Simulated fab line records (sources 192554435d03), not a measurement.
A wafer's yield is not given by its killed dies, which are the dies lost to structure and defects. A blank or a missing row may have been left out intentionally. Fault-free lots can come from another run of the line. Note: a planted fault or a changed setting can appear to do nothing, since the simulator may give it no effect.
Matching of chambers | flow n5 finfet | 4 sister chambers for N5_SDB_STRIP_21 on rie diel-06
The step strips in CF4. 14 wafers are shown with their chamber, then 7 later ones without.

WAFERS PAIRED WITH THEIR CHAMBERS
wafer  | chamber | showerhead plenum p Torr (Torr) | throttle valve pct (%) | oes product au (a.u.)
L077.1 | 1       | 1.84                            | 14.1                   | 0.68
L077.2 | 0       | 1.77                            | 14.1                   | 0.65
L077.3 | 2       | 1.77                            | 13.3                   | 0.98
L078.1 | 2       | 1.76                            | 13.3                   | 0.96
L078.2 | 1       | 1.84                            | 14.1                   | 0.68
L078.5 | 3       | 1.80                            | 13.9                   | 0.71
L085.3 | 0       | 1.77                            | 13.5                   | 0.92
L085.5 | 0       | 1.77                            | 13.5                   | 0.92
L085.6 | 3       | 1.79                            | 13.9                   | 0.70
L086.2 | 2       | 1.76                            | 13.3                   | 0.88
L086.3 | 0       | 1.77                            | 13.5                   | 0.91
L086.6 | 1       | 1.83                            | 13.5                   | 0.94
L089.1 | 0       | 1.77                            | 13.5                   | 0.90
L089.2 | 2       | 1.76                            | 13.4                   | 0.88

SIGNATURES (averages over the wafers above)
reading                  | chamber 0 | chamber 1 | chamber 2 | chamber 3 | scatter within a chamber
showerhead plenum p Torr | 1.7700    | 1.8367    | 1.7625    | 1.7950    | 0.00438
throttle valve pct       | 13.620    | 13.900    | 13.325    | 13.900    | 0.231
oes product au           | 0.8600    | 0.7667    | 0.9250    | 0.7050    | 0.104
Rule: distance of a wafer from a chamber = root of the sum over the readings of ((wafer's reading minus chamber's mean) / reading's scatter) squared. If the next closest chamber is less than 2 further off than the closest, the wafer can't be placed; otherwise it belongs to the closest. The scatter: take each reading less its chamber's mean, square it, sum over the shown wafers, divide by the number of wafers less the number of chambers, and take the root.

WAFERS WHOSE CHAMBER IS MISSING
wafer  | showerhead plenum p Torr (Torr) | throttle valve pct (%) | oes product au (a.u.)
L089.6 | 1.76                            | 13.4                   | 0.88
L096.3 | 1.78                            | 14.0                   | 0.68
L096.4 | 1.75                            | 13.4                   | 0.85
L096.5 | 1.75                            | 13.4                   | 0.86
L097.2 | 1.83                            | 13.6                   | 0.88
L097.4 | 1.76                            | 13.6                   | 0.86
L097.5 | 1.83                            | 13.6                   | 0.88

EACH ONE'S CHAMBER
wafer  | from the rows above     | in truth
L089.6 | can't be placed: 2 or 0 | 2
L096.3 | can't be placed: 0 or 3 | 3
L096.4 | can't be placed: 2 or 0 | 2
L096.5 | can't be placed: 2 or 0 | 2
L097.2 | 1                       | 1
L097.4 | can't be placed: 2 or 0 | 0
L097.5 | 1                       | 1
Placed correctly: 2 of 7. Cannot be placed on the basis of these rows: 5; the candidates contain the true chamber in 5. Number placed wrongly: 0.
